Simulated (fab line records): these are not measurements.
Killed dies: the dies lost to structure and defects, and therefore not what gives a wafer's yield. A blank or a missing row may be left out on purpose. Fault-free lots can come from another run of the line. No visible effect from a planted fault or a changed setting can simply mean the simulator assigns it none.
One fault through the eyes of 2 desks ; flow n5 finfet ; what lay behind the numbers comes last; until then each desk has only its own

== THE DEFECT DESK ==
For each lot, the counts of the inspections along the route, averaged over the sampled wafers that have a number. If a lot's mean is further than 4 standard deviations from the usual mean, the lot is out of limits and carries the mark OUT (the distance appears in the brackets).
Columns: A = raw defect count at N5_MOL_CONTACT_COAG_INSPECT_10, usual 62
lot;first seen here;A
L529;day 4 19:07;57
L533;day 5 15:14;53
L534;day 5 21:38;50
L535;day 6 02:56;38
L536;day 6 12:57;84
L538;day 6 22:32;64
L539;day 7 08:07;52
L541;day 7 14:31;72
L542;day 7 22:10;70
L545;day 8 16:11;35
L546;day 8 21:29;56
L548;day 9 08:19;86
L552;day 10 16:54;62
Finding of this desk: none of the 13 lots has anything out of limits.

== FOR THE TOOL OWNER'S DESK: rie diel-04 ==
The tool's own readings at N5_MOL_CONTACT_COAG_ETCH_15 (etches SiNx in CH3F/O2, stops on Si:P, target depth 7 nm): means of the sampled wafers that have a number, for each lot that ran on this tool. If a lot's mean is further than 4 standard deviations from the usual mean, the lot is out of limits and carries the mark OUT (the distance appears in the brackets).
Columns: A = drypump motor current A at N5_MOL_CONTACT_COAG_ETCH_15, usual 5.6 A; B = mfc ar sccm at N5_MOL_CONTACT_COAG_ETCH_15, usual 149.9 sccm; C = oes_ar_750_au at N5_MOL_CONTACT_COAG_ETCH_15, usual 0.79 a.u.; D = oes product au at N5_MOL_CONTACT_COAG_ETCH_15, usual 0.58 a.u.; E = rf vpp V at N5_MOL_CONTACT_COAG_ETCH_15, usual 297 V; F = showerhead plenum p Torr at N5_MOL_CONTACT_COAG_ETCH_15, usual 1.99 Torr; G = throttle valve pct at N5_MOL_CONTACT_COAG_ETCH_15, usual 16.29 %
lot;first seen here;A;B;C;D;E;F;G
L533;day 5 15:29;5.7;150.4;0.76;0.55;302;1.97;16.34
L535;day 6 03:11;5.8;150.1;0.76;0.56;302;2.06;16.36
L541;day 7 14:46;5.2;149.6;0.85;0.63;294;2.05;16.39
L542;day 7 22:25;5.7;149.9;0.74;0.51;302;1.96;16.38
L546;day 8 21:46;5.2;149.8;0.82;0.55;288;2.05;16.36
L548;day 9 08:34;5.2;150.1;0.84;0.57;295;2.04;16.41
Finding of this desk: none of the 6 lots has anything out of limits.

== TAKEN TOGETHER ==
The defect desk saw nothing out of limits.
The desk of the tool owner found nothing out of limits.

== WHAT THE SIMULATOR PUT IN ==
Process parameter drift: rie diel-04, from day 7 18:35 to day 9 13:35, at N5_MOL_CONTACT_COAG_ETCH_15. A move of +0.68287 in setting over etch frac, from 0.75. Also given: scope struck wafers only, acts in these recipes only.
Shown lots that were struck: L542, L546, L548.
